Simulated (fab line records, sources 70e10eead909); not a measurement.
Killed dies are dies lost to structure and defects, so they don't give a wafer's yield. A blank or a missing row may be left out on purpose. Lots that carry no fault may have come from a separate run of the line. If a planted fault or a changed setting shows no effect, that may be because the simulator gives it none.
Matching of chambers :: flow nand-harc :: 4 sister chambers for NHARC_A_CHANNEL_HOLE_D1_DESCUM_15 on rie-diel-03
The step chemistry O2, time 3 s. 27 wafers are shown with their chamber, then 12 later ones without.

EACH WAFER AND ITS CHAMBER
wafer: L498.4
chamber: 1
showerhead-plenum-p-Torr (Torr): 1.86
drypump-motor-current-A (A): 6.1
oes-product-au (a.u.): 1.007

wafer: L498.5
chamber: 1
showerhead-plenum-p-Torr (Torr): 1.86
drypump-motor-current-A (A): 6.1
oes-product-au (a.u.): 1.013

wafer: L498.6
chamber: 0
showerhead-plenum-p-Torr (Torr): 1.96
drypump-motor-current-A (A): 5.4
oes-product-au (a.u.): 1.000

wafer: L499.3
chamber: 3
showerhead-plenum-p-Torr (Torr): 1.98
drypump-motor-current-A (A): 5.7
oes-product-au (a.u.): 1.035

wafer: L499.4
chamber: 0
showerhead-plenum-p-Torr (Torr): 1.96
drypump-motor-current-A (A): 5.4
oes-product-au (a.u.): 1.004

wafer: L499.5
chamber: 1
showerhead-plenum-p-Torr (Torr): 1.86
drypump-motor-current-A (A): 6.1
oes-product-au (a.u.): 1.010

wafer: L500.1
chamber: 1
showerhead-plenum-p-Torr (Torr): 1.86
drypump-motor-current-A (A): 6.1
oes-product-au (a.u.): 1.000

wafer: L500.3
chamber: 2
showerhead-plenum-p-Torr (Torr): 1.83
drypump-motor-current-A (A): 6.4
oes-product-au (a.u.): 1.008

wafer: L500.5
chamber: 3
showerhead-plenum-p-Torr (Torr): 1.98
drypump-motor-current-A (A): 5.7
oes-product-au (a.u.): 1.026

wafer: L503.4
chamber: 1
showerhead-plenum-p-Torr (Torr): 1.86
drypump-motor-current-A (A): 6.1
oes-product-au (a.u.): 1.004

wafer: L503.5
chamber: 1
showerhead-plenum-p-Torr (Torr): 1.86
drypump-motor-current-A (A): 6.1
oes-product-au (a.u.): 1.001

wafer: L503.6
chamber: 2
showerhead-plenum-p-Torr (Torr): 1.83
drypump-motor-current-A (A): 6.3
oes-product-au (a.u.): 1.003

wafer: L512.1
chamber: 1
showerhead-plenum-p-Torr (Torr): 1.86
drypump-motor-current-A (A): 6.1
oes-product-au (a.u.): 1.010

wafer: L512.2
chamber: 2
showerhead-plenum-p-Torr (Torr): 1.83
drypump-motor-current-A (A): 6.3
oes-product-au (a.u.): 1.006

wafer: L512.4
chamber: 0
showerhead-plenum-p-Torr (Torr): 1.96
drypump-motor-current-A (A): 5.4
oes-product-au (a.u.): 1.011

wafer: L511.2
chamber: 1
showerhead-plenum-p-Torr (Torr): 1.86
drypump-motor-current-A (A): 6.1
oes-product-au (a.u.): 1.013

wafer: L511.5
chamber: 0
showerhead-plenum-p-Torr (Torr): 1.96
drypump-motor-current-A (A): 5.5
oes-product-au (a.u.): 1.010

wafer: L511.6
chamber: 1
showerhead-plenum-p-Torr (Torr): 1.86
drypump-motor-current-A (A): 6.1
oes-product-au (a.u.): 0.998

wafer: L513.3
chamber: 1
showerhead-plenum-p-Torr (Torr): 1.86
drypump-motor-current-A (A): 6.1
oes-product-au (a.u.): 1.004

wafer: L513.5
chamber: 2
showerhead-plenum-p-Torr (Torr): 1.83
drypump-motor-current-A (A): 6.3
oes-product-au (a.u.): 0.990

wafer: L513.6
chamber: 3
showerhead-plenum-p-Torr (Torr): 1.98
drypump-motor-current-A (A): 5.7
oes-product-au (a.u.): 1.006

wafer: L514.1
chamber: 0
showerhead-plenum-p-Torr (Torr): 1.96
drypump-motor-current-A (A): 5.5
oes-product-au (a.u.): 0.995

wafer: L514.2
chamber: 2
showerhead-plenum-p-Torr (Torr): 1.83
drypump-motor-current-A (A): 6.4
oes-product-au (a.u.): 1.005

wafer: L514.4
chamber: 2
showerhead-plenum-p-Torr (Torr): 1.83
drypump-motor-current-A (A): 6.4
oes-product-au (a.u.): 0.995

wafer: L515.1
chamber: 3
showerhead-plenum-p-Torr (Torr): 1.97
drypump-motor-current-A (A): 5.7
oes-product-au (a.u.): 1.006

wafer: L515.2
chamber: 1
showerhead-plenum-p-Torr (Torr): 1.86
drypump-motor-current-A (A): 6.1
oes-product-au (a.u.): 1.006

wafer: L515.3
chamber: 2
showerhead-plenum-p-Torr (Torr): 1.83
drypump-motor-current-A (A): 6.3
oes-product-au (a.u.): 1.004

SIGNATURES, as means of the wafers listed above
reading: showerhead-plenum-p-Torr
chamber 0: 1.9600
chamber 1: 1.8600
chamber 2: 1.8300
chamber 3: 1.9775
scatter within a chamber: 0.00181

reading: drypump-motor-current-A
chamber 0: 5.440
chamber 1: 6.100
chamber 2: 6.343
chamber 3: 5.700
scatter within a chamber: 0.0356

reading: oes-product-au
chamber 0: 1.00400
chamber 1: 1.00600
chamber 2: 1.00157
chamber 3: 1.01825
scatter within a chamber: 0.00765
Rule: distance of a wafer from a chamber = root of the sum over the readings of ((wafer's reading minus chamber's mean) / reading's scatter) squared. If the next closest chamber is less than 2 further off than the closest, the wafer can't be placed; otherwise it belongs to the closest. How the scatter is found: for the shown wafers, subtract from each reading the mean of its chamber, square and add these, divide the total by (wafers less chambers), then take the root.

WAFERS WITH NO CHAMBER GIVEN
wafer: L516.4
showerhead-plenum-p-Torr (Torr): 1.97
drypump-motor-current-A (A): 5.7
oes-product-au (a.u.): 0.999

wafer: L516.5
showerhead-plenum-p-Torr (Torr): 1.86
drypump-motor-current-A (A): 6.1
oes-product-au (a.u.): 1.000

wafer: L516.6
showerhead-plenum-p-Torr (Torr): 1.83
drypump-motor-current-A (A): 6.4
oes-product-au (a.u.): 0.997

wafer: L517.3
showerhead-plenum-p-Torr (Torr): 1.95
drypump-motor-current-A (A): 5.4
oes-product-au (a.u.): 0.991

wafer: L517.5
showerhead-plenum-p-Torr (Torr): 1.83
drypump-motor-current-A (A): 6.4
oes-product-au (a.u.): 1.005

wafer: L517.6
showerhead-plenum-p-Torr (Torr): 1.86
drypump-motor-current-A (A): 6.1
oes-product-au (a.u.): 0.990

wafer: L518.1
showerhead-plenum-p-Torr (Torr): 1.86
drypump-motor-current-A (A): 6.1
oes-product-au (a.u.): 0.987

wafer: L518.2
showerhead-plenum-p-Torr (Torr): 1.97
drypump-motor-current-A (A): 5.7
oes-product-au (a.u.): 0.995

wafer: L518.6
showerhead-plenum-p-Torr (Torr): 1.97
drypump-motor-current-A (A): 5.7
oes-product-au (a.u.): 0.996

wafer: L520.3
showerhead-plenum-p-Torr (Torr): 1.97
drypump-motor-current-A (A): 5.7
oes-product-au (a.u.): 1.001

wafer: L520.4
showerhead-plenum-p-Torr (Torr): 1.95
drypump-motor-current-A (A): 5.4
oes-product-au (a.u.): 1.003

wafer: L520.5
showerhead-plenum-p-Torr (Torr): 1.83
drypump-motor-current-A (A): 6.4
oes-product-au (a.u.): 0.999

WHICH CHAMBER EACH WENT THROUGH
wafer: L516.4
from the rows above: 3
in truth: 3

wafer: L516.5
from the rows above: 1
in truth: 1

wafer: L516.6
from the rows above: 2
in truth: 2

wafer: L517.3
from the rows above: 0
in truth: 0

wafer: L517.5
from the rows above: 2
in truth: 2

wafer: L517.6
from the rows above: 1
in truth: 1

wafer: L518.1
from the rows above: 1
in truth: 1

wafer: L518.2
from the rows above: 3
in truth: 3

wafer: L518.6
from the rows above: 3
in truth: 3

wafer: L520.3
from the rows above: 3
in truth: 3

wafer: L520.4
from the rows above: 0
in truth: 0

wafer: L520.5
from the rows above: 2
in truth: 2
Correct placement for 12 of the 12. Number that these rows cannot place: 0. Placed wrongly: 0.
